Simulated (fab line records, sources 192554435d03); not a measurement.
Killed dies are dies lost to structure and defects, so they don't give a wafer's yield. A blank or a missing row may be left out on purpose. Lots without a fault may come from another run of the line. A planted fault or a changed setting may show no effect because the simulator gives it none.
fab line records | flow n5_finfet
record lots=9 wafers=27 last_day=18
route steps=1938 shown HKMG_FIN@389 BEOL_M4@1111 PASSIVATION@1936
lots that met no fault: from a run of the same line without faults
start_h: hours from the record's first day to the start of the lot's first wafer shown | wait_h: hours since the lot's step before | " the same as in the row above | L1.1+2: a row that stands for several wafers | - no value, or no start given | * or withheld: withheld | < > ~ a bound
route shown NAME@n: a module of which the file shows steps, and the number in the route of the first | usual: mean/standard deviation of fault-free wafers | same: alike in all rows | chamber/n: place in a boat | sites: the reading at each site | _std_site: their standard deviation | _edge_site: outer sites' mean less inner sites' | radius_mm: how far each site lies from the wafer's centre | mask NAME#n: copy n | behind: the tool/chamber that last shaped the wafer | hold: why the lot was held/for how many hours/how that ended | device: the transistor (n, p or np) that didn't switch | end of line: the same wafers' tests at the end of the route | a step without rows: its recipe alone | killed: dies lost to structure and defects at the first sort, not the wafer's yield | map: a wafer's dies, x killed, . not, _ none there
set.NAME: the setting as run; set.NAME@STEP: as run at that earlier step | model.NAME: the simulator's own value behind a step, which no gauge read
steps of the route over a sample of lots; a table a step, a row a wafer
services: from which hour (start_h, from the record's first day; less than 0 if before it) a tool's chamber was out of use, for how many hours, and why
## steps
# step N5_HKMG_FIN_ALD_75
# recipe material=Al2O3 target_thk_a=10 temp_c=150 ald_precursor_family=TMA ald_co_reactant=H2O pulse_time_s=withheld co_reactant_pulse_time_s=1
# usual heater_power_w=155/15 precursor_pulse_height_rel=0.998/0.021
# columns lot.wafer tool chamber start_h wait_h heater_power_w precursor_pulse_height_rel
L102.2 ald_hk-02 3 69.53 0.0 163 1.005
L102.3 " 2 " " 152 0.984
L102.4 " 0 " " 173 1.006
L106.4 ald_hk-03 3 94.66 0.0 150 0.998
L106.5 " 0 " " 166 0.995
L106.6 " 3 " " 149 0.968
L108.1 ald_hk-01 1 107.40 0.1 152 0.984
L108.3 " 0 " " 146 1.002
L108.4 " 2 " " 168 1.013
L110.2 ald_hk-01 2 122.73 0.0 167 1.015
L110.4 " 0 " " 146 0.975
L110.5 " 3 " " 161 1.054
L112.1 ald_hk-01 0 131.06 0.0 145 1.018
L112.5 " 1 " " 156 1.008
L112.6 " 2 " " 173 0.996
L121.3 ald_hk-01 1 185.55 0.0 153 1.005
L121.5 " 3 " " 167 1.000
L121.6 " 0 " " 146 1.031
L123.2 ald_hk-01 0 201.55 0.0 150 1.049
L123.4 " 1 " " 153 1.011
L123.6 " 1 " " 150 1.001
L124.1 ald_hk-01 1 208.37 0.0 154 1.000
L124.2 " 3 " " 172 0.993
L124.4 " 0 " " 145 0.963
L125.2 ald_hk-02 0 214.34 0.0 174 1.013
L125.4 " 3 " " 163 0.978
L125.5 " 0 " " 172 0.980
# step N5_HKMG_FIN_DESCUM_53
# recipe chemistry=O2 time_s=7.9 source_power_w=50 bias_power_w=20 pressure_mtorr=20 rf_frequency_hz=2.712e+07 temp_c=40 resist=CAR-ArF o2_flow_sccm=225
# usual drypump_motor_current_A=5.5/0.38 oes_product_au=0.80/0.094 rf_vpp_V=243.5/1.3 showerhead_plenum_p_Torr=2.11/0.068 temp_c=40.00/0.1 throttle_valve_pct=20.4/0.32
# same time_s=7.9
# columns lot.wafer tool chamber start_h wait_h drypump_motor_current_A oes_product_au rf_hours_counter_h rf_vpp_V showerhead_plenum_p_Torr temp_c throttle_valve_pct
L102.2 rie_diel-04 1 70.08 0.0 5.8 0.68 221 244.5 2.16 40.02 20.5
L102.3 " 0 " " 5.4 0.88 22 245.4 2.24 40.02 20.7
L102.4 " 0 " " 5.4 0.89 - 245.8 2.24 40.01 20.7
L106.4 rie_diel-04 0 95.22 0.0 5.4 0.87 32 245.0 2.24 40.24 20.7
L106.5 " 0 " " 5.4 0.86 - 245.8 2.24 39.87 20.7
L106.6 " 3 " " 5.5 0.98 - 242.4 2.14 40.00 19.8
L108.1 rie_diel-06 3 108.31 0.3 6.5 0.72 183 245.7 2.16 40.16 20.5
L108.3 " 2 " " 5.0 0.85 66 241.8 2.03 40.07 20.5
L108.4 " 0 " " 5.5 0.75 168 242.6 2.09 39.97 20.2
L110.2 rie_diel-04 2 123.61 0.4 5.7 0.90 26 243.7 2.13 40.16 19.9
L110.4 " 0 " " 5.4 0.85 42 245.1 2.23 40.16 20.7
L110.5 " 3 " " 5.5 0.94 - 242.2 2.13 39.94 19.9
L112.1 rie_diel-04 1 131.68 0.1 5.8 0.67 243 243.6 2.15 40.14 20.6
L112.5 " 0 " " 5.4 0.84 - 244.6 2.23 40.05 20.8
L112.6 " 3 " " 5.5 0.93 - 243.8 2.13 40.03 19.9
L121.3 rie_diel-06 0 186.43 0.4 5.4 0.72 196 242.6 2.08 40.04 20.3
L121.5 " 1 " " 5.3 0.76 - 240.3 2.01 40.11 20.7
L121.6 " 0 " " 5.4 0.73 - 243.7 2.08 39.90 20.3
L123.2 rie_diel-06 0 202.01 0.0 5.5 0.72 203 242.5 2.08 40.02 20.3
L123.4 " 1 " " 5.3 0.75 142 243.0 2.01 39.96 20.7
L123.6 " 1 " " 5.3 0.76 - 241.6 2.01 39.94 20.8
L124.1 rie_diel-04 2 208.93 0.0 5.7 0.83 57 242.9 2.12 39.95 19.9
L124.2 " 0 " " 5.4 0.81 74 244.8 2.22 39.81 20.8
L124.4 " 3 " " 5.5 0.88 45 243.9 2.12 40.12 19.9
L125.2 rie_diel-03 0 215.23 0.4 5.1 0.84 54 241.3 2.05 40.03 20.5
L125.4 " 0 " " 5.1 0.84 - 242.0 2.05 40.05 20.5
L125.5 " 2 " " 5.6 0.85 - 243.7 2.22 40.07 20.0
# step N5_HKMG_FIN_ETCH_54
# recipe chemistry=CF4 target=SiARC target_depth_a=455 mask_material=CAR-ArF time_s=75.8 ion_energy_ev=80 pressure_mtorr=40 source_w=545 bias_w=36 Ar_flow_sccm=100 cf4_flow_sccm=100 ends=cleared
# usual drypump_motor_current_A=5.5/0.38 etch_rf_on_time_s=75.8/1.6 oes_product_au=0.69/0.082 rf_vpp_V=184.4/1.3 showerhead_plenum_p_Torr=2.16/0.063 throttle_valve_pct=15.6/0.3
# columns lot.wafer tool chamber start_h wait_h drypump_motor_current_A etch_rf_on_time_s oes_product_au rf_hours_counter_h rf_vpp_V showerhead_plenum_p_Torr throttle_valve_pct
L102.2 rie_diel-04 1 70.12 0.0 5.7 76.5 0.59 221 185.8 2.21 15.8
L102.3 " 0 " " 5.4 73.6 0.76 22 185.8 2.26 15.7
L102.4 " 0 " " 5.4 74.3 0.76 - 186.4 2.26 15.7
L106.4 rie_diel-04 0 95.25 0.0 5.4 74.8 0.75 32 185.6 2.26 15.7
L106.5 " 0 " " 5.4 74.6 0.74 - 186.6 2.26 15.7
L106.6 " 3 " " 5.5 73.1 0.83 - 183.8 2.19 15.1
L108.1 rie_diel-06 3 108.35 0.0 6.5 76.5 0.62 183 185.5 2.22 15.7
L108.3 " 2 " " 5.0 75.1 0.72 66 181.2 2.10 15.7
L108.4 " 0 " " 5.5 76.2 0.63 168 182.9 2.14 15.5
L110.2 rie_diel-04 2 123.65 0.0 5.7 74.8 0.77 26 184.1 2.18 15.1
L110.4 " 0 " " 5.4 74.6 0.73 42 184.6 2.26 15.7
L110.5 " 3 " " 5.5 73.9 0.81 - 185.4 2.19 15.1
L112.1 rie_diel-04 1 131.71 0.0 5.7 76.7 0.58 243 185.8 2.20 15.8
L112.5 " 0 " " 5.4 74.0 0.73 - 186.2 2.26 15.7
L112.6 " 3 " " 5.5 72.6 0.81 - 183.7 2.18 15.1
L121.3 rie_diel-06 0 186.46 0.0 5.5 77.0 0.62 196 184.4 2.13 15.5
L121.5 " 1 " " 5.3 75.2 0.65 - 182.1 2.06 15.9
L121.6 " 0 " " 5.5 77.9 0.61 - 183.1 2.13 15.5
L123.2 rie_diel-06 0 202.04 0.0 5.5 77.4 0.61 203 184.3 2.13 15.6
L123.4 " 1 " " 5.3 74.9 0.64 142 182.6 2.06 15.9
L123.6 " 1 " " 5.3 75.1 0.64 - 184.1 2.06 15.9
L124.1 rie_diel-04 2 208.96 0.0 5.7 74.9 0.72 57 184.4 2.17 15.1
L124.2 " 0 " " 5.4 74.5 0.69 74 184.5 2.25 15.8
L124.4 " 3 " " 5.5 73.8 0.75 46 184.5 2.18 15.1
L125.2 rie_diel-03 0 215.26 0.0 5.1 76.5 0.72 54 182.5 2.09 15.6
L125.4 " 0 " " 5.1 76.5 0.73 - 184.9 2.09 15.6
L125.5 " 2 " " 5.6 77.1 0.74 - 186.1 2.27 15.3
# step N5_HKMG_FIN_CVD_62
# recipe material=a-Si target_thk_a=30 temp_c=500 precursor=Si2H6 pressure_torr=1 time_s=20.8
# usual heater_power_w=1423/130 susceptor_temp_C=499.96/0.21
# same time_s=20.8
# columns lot.wafer tool chamber start_h wait_h heater_power_w susceptor_temp_C
L102.2 thermal_cvd_si-02 2 71.81 0.2 1217 499.99
L102.3 " 2 " " 1211 499.88
L102.4 " 0 " " 1423 499.83
L106.4 thermal_cvd_si-02 2 96.99 0.2 1235 499.82
L106.5 " 1 " " 1417 499.73
L106.6 " 0 " " 1453 499.64
L108.1 thermal_cvd_si-02 0 110.13 0.2 1435 499.90
L108.3 " 2 " " 1042 468.91
L108.4 " 1 " " 1446 499.95
L110.2 thermal_cvd_si-02 1 125.34 0.2 1404 500.29
L110.4 " 2 " " 1012 469.53
L110.5 " 1 " " 1455 500.29
L112.1 thermal_cvd_si-02 2 133.40 0.2 1049 469.17
L112.5 " 1 " " 1429 499.72
L112.6 " 0 " " 1441 500.21
L121.3 thermal_cvd_si-01 0 188.16 0.2 1559 500.05
L121.5 " 1 " " 1464 500.18
L121.6 " 2 " " 1300 499.81
L123.2 thermal_cvd_si-01 1 203.77 0.2 1413 499.90
L123.4 " 2 " " 1279 499.67
L123.6 " 1 " " 1461 500.24
L124.1 thermal_cvd_si-02 1 210.66 0.2 1459 500.18
L124.2 " 2 " " 1217 500.14
L124.4 " 2 " " 1222 499.92
L125.2 thermal_cvd_si-01 0 216.95 0.2 1608 500.13
L125.4 " 0 " " 1575 499.84
L125.5 " 1 " " 1453 499.84
# step N5_BEOL_M4_RC_MEAS_101
# usual DIBL_N=36.4/1.4 DIBL_P=36.3/1.8 EOT_P=10.50/0.09 IOFF_N=0.163/0.024 IOFF_P=0.21/0.034 ION_N=673/11 ION_P=461/7.4 SS_N=71.6/0.52 SS_P=73.3/0.58 VT_N=249.4/2.5 VT_P=-250/3.5
# columns lot.wafer tool chamber start_h wait_h DIBL_N[mV/V] DIBL_P[mV/V] EOT_P IOFF_N[nA/um] IOFF_P[nA/um] ION_N[uA/um] ION_P[uA/um] SS_N[mV/dec] SS_P[mV/dec] VT_N[mV] VT_P[mV]
L102.2 prober-02 0 168.13 0.2 36.6 36.5 10.36 0.169 0.20 686 462 70.9 72.7 248.1 -253
L102.3 " 0 " " 35.5 34.1 10.35 0.153 0.18 669 451 70.7 72.3 248.6 -252
L102.4 " 0 " " 36.9 37.0 10.46 0.187 0.21 699 465 71.5 73.4 246.2 -252
L106.4 prober-02 0 192.36 0.5 34.6 33.8 10.44 0.118 0.20 651 458 70.6 72.5 254.1 -248
L106.5 " 0 " " 36.9 36.4 10.42 0.154 0.25 661 462 72.2 72.9 247.8 -247
L106.6 " 0 " " 37.7 38.1 10.62 0.176 0.27 682 477 72.1 74.1 249.6 -243
L108.1 prober-01 0 199.09 0.0 37.5 36.9 10.50 0.177 0.25 684 470 72.3 73.5 250.3 -245
L108.3 " 0 " " 36.1 35.1 10.76 0.144 0.22 664 464 71.3 72.8 248.7 -247
L108.4 " 0 " " 38.3 37.3 10.48 0.186 0.27 677 467 71.6 73.2 249.5 -244
L110.2 prober-02 0 212.44 0.2 36.0 36.8 10.43 0.169 0.23 665 461 72.1 73.5 248.2 -247
L110.4 " 0 " " 35.6 36.5 10.76 0.154 0.23 662 456 71.1 73.4 247.3 -247
L110.5 " 0 " " 36.5 37.7 10.52 0.174 0.26 680 475 71.9 73.9 247.9 -244
L112.1 prober-02 0 218.60 0.0 38.1 38.5 10.78 0.201 0.26 671 463 72.0 73.3 245.0 -248
L112.5 " 0 " " 37.1 37.6 10.48 0.195 0.24 708 472 71.1 73.7 246.1 -247
L112.6 " 0 " " 35.2 35.3 10.61 0.146 0.20 686 470 71.2 73.1 252.9 -251
L121.3 prober-02 0 283.50 0.3 37.2 37.3 10.57 0.153 0.21 674 457 72.6 73.9 250.4 -250
L121.5 " 0 " " 36.8 36.7 10.61 0.150 0.20 665 459 71.8 73.5 252.3 -251
L121.6 " 0 " " 36.7 37.1 10.61 0.156 0.21 679 463 71.8 73.9 251.0 -253
L124.1 prober-02 0 300.13 0.0 35.3 31.4 10.43 0.130 0.15 674 453 71.3 72.9 250.6 -258
L124.2 " 0 " " 34.5 30.9 10.37 0.117 0.14 669 450 70.8 72.6 251.5 -257
L124.4 " 0 " " 35.9 32.4 10.47 0.137 0.16 660 446 70.6 72.0 250.8 -255
L123.2 prober-02 0 303.23 0.2 35.1 34.8 10.46 0.137 0.19 665 460 70.9 73.0 250.8 -250
L123.4 " 0 " " 36.0 35.2 10.68 0.146 0.20 666 455 71.1 72.9 251.1 -250
L123.6 " 0 " " 35.1 35.0 10.48 0.142 0.20 662 456 70.9 72.6 248.0 -248
L125.2 prober-01 0 306.09 0.2 37.4 35.5 10.59 0.158 0.23 674 466 71.0 73.2 249.3 -247
L125.4 " 0 " " 40.3 38.7 10.65 0.217 0.30 691 465 72.4 73.9 245.3 -242
L125.5 " 0 " " 36.6 33.9 10.39 0.146 0.22 656 458 71.6 72.1 254.2 -247
# step N5_PASSIVATION_PROBE_49
# usual defect_limited_yield=91.4/1.6 killed_at_M0_to_M3=34/12 killed_at_M4_up=13/5.2 killed_at_contacts=11/5.5 killed_at_front_end=40/13 killed_at_other=3.4/2.7 killed_dies=102/19 killed_open=66/15 killed_short=33/7.9 sort_bin_5_function=5.1/1.1 sort_bin_6_memory=3.2/0.7 sort_n_pass=1078/19 sort_yield_pct=91.4/1.6
# same gross_dies=1180 killed_at_back_side=0 sort_bin_4_leakage[%]=0 sort_bin_8_speed[%]=0
# columns lot.wafer tool chamber start_h wait_h defect_limited_yield[%] killed_at_M0_to_M3 killed_at_M4_up killed_at_contacts killed_at_front_end killed_at_other killed_dies killed_open killed_short sort_bin_5_function[%] sort_bin_6_memory[%] sort_n_pass sort_yield_pct[%]
L106.4 prober-01 - 298.06 0.2 93.8 11 22 4 31 5 73 42 28 4.4 1.6 1107 93.8
L106.5 prober-01 - 298.11 0.2 94.4 16 15 3 29 3 66 41 22 3.2 2.4 1114 94.4
L106.6 prober-01 - 298.16 0.3 94.0 24 17 11 17 2 71 48 20 2.9 3.1 1109 94.0
# killed by level:class
L106.4 STI_FIN_REVEAL:geometric_particle:open=9 BEOL_M4:geometric_particle:open=8 GATE_CUT:geometric_particle:short=5 STI_FIN_REVEAL:geometric_particle:short=4 STARTING-WAFER:geometric_particle:short=4 GATE_CUT:geometric_particle:open=3 MOL_CONTACT_COAG:geometric_particle:open=3 BEOL_M0_SAQP:geometric_particle:short=3
L106.5 FIN_SAQP:geometric_particle:short=6 DUMMY_GATE:geometric_particle:open=6 BEOL_M1:geometric_particle:open=6 STI_FIN_REVEAL:geometric_particle:open=4 BEOL_M2:geometric_particle:open=4 BEOL_M4:geometric_particle:open=4 BEOL_M4:geometric_particle:short=4 GATE_CUT:geometric_particle:short=3
L106.6 MOL_CONTACT_COAG:geometric_particle:open=9 BEOL_M2:geometric_particle:open=6 BEOL_M0_SAQP:geometric_particle:open=5 BEOL_M2:geometric_particle:short=5 BEOL_M4:geometric_particle:open=5 BEOL_M0_SAQP:geometric_particle:short=4 BEOL_M1:geometric_particle:open=4 STARTING-WAFER:geometric_particle:open=3
## services
# columns tool chamber start_h hours kind
rie_diel-06 1 51.39 1.4 repair
thermal_cvd_si-02 1 54.77 20.9 repair
rie_diel-04 3 66.26 - clean
rie_diel-04 3 66.26 - consumable_replace:focus_ring
rie_diel-04 3 66.26 13.0 scheduled_down
rie_diel-04 3 66.26 13.0 vent_cycle
rie_diel-03 2 69.94 - clean
rie_diel-03 2 69.94 - consumable_replace:focus_ring
rie_diel-03 2 69.94 - consumable_replace:showerhead
rie_diel-03 2 69.94 13.2 scheduled_down
rie_diel-03 2 69.94 13.2 vent_cycle
ald_hk-02 - 82.22 6.0 pm
thermal_cvd_si-01 1 89.73 42.1 repair
rie_diel-03 0 111.09 14.0 repair
thermal_cvd_si-01 2 115.58 68.8 repair
rie_diel-03 3 148.21 - clean
rie_diel-03 3 148.21 - consumable_replace:focus_ring
rie_diel-03 3 148.21 29.4 scheduled_down
rie_diel-03 3 148.21 29.4 vent_cycle
rie_diel-04 1 149.34 - clean
rie_diel-04 1 149.34 - consumable_replace:focus_ring
rie_diel-04 1 149.34 18.4 scheduled_down
rie_diel-04 1 149.34 18.4 vent_cycle
ald_hk-02 - 171.39 0.8 repair
## key
first_sign step=N5_HKMG_FIN_CVD_62 reading=susceptor_temp_C direction=down sigmas=99+ usual=* struck=*
effect step=N5_BEOL_M4_RC_MEAS_101 reading=EOT_P direction=up sigmas=2.9 usual=10.50 struck=10.77
met_at N5_HKMG_FIN_CVD_62
struck_lots L108,L110,L112
struck_wafers L108.3,L110.4,L112.1
not_acting_at N5_HKMG_FIN_ALD_75,N5_HKMG_FIN_DESCUM_53,N5_HKMG_FIN_ETCH_54
onset_between 96.99 110.13
fault kind=process_parameter_drift tool=thermal_cvd_si-02 chamber=2 onset_h=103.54 steps=N5_HKMG_FIN_CVD_62 channel=temp_c offset=* shape=step end_h=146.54 stated=*
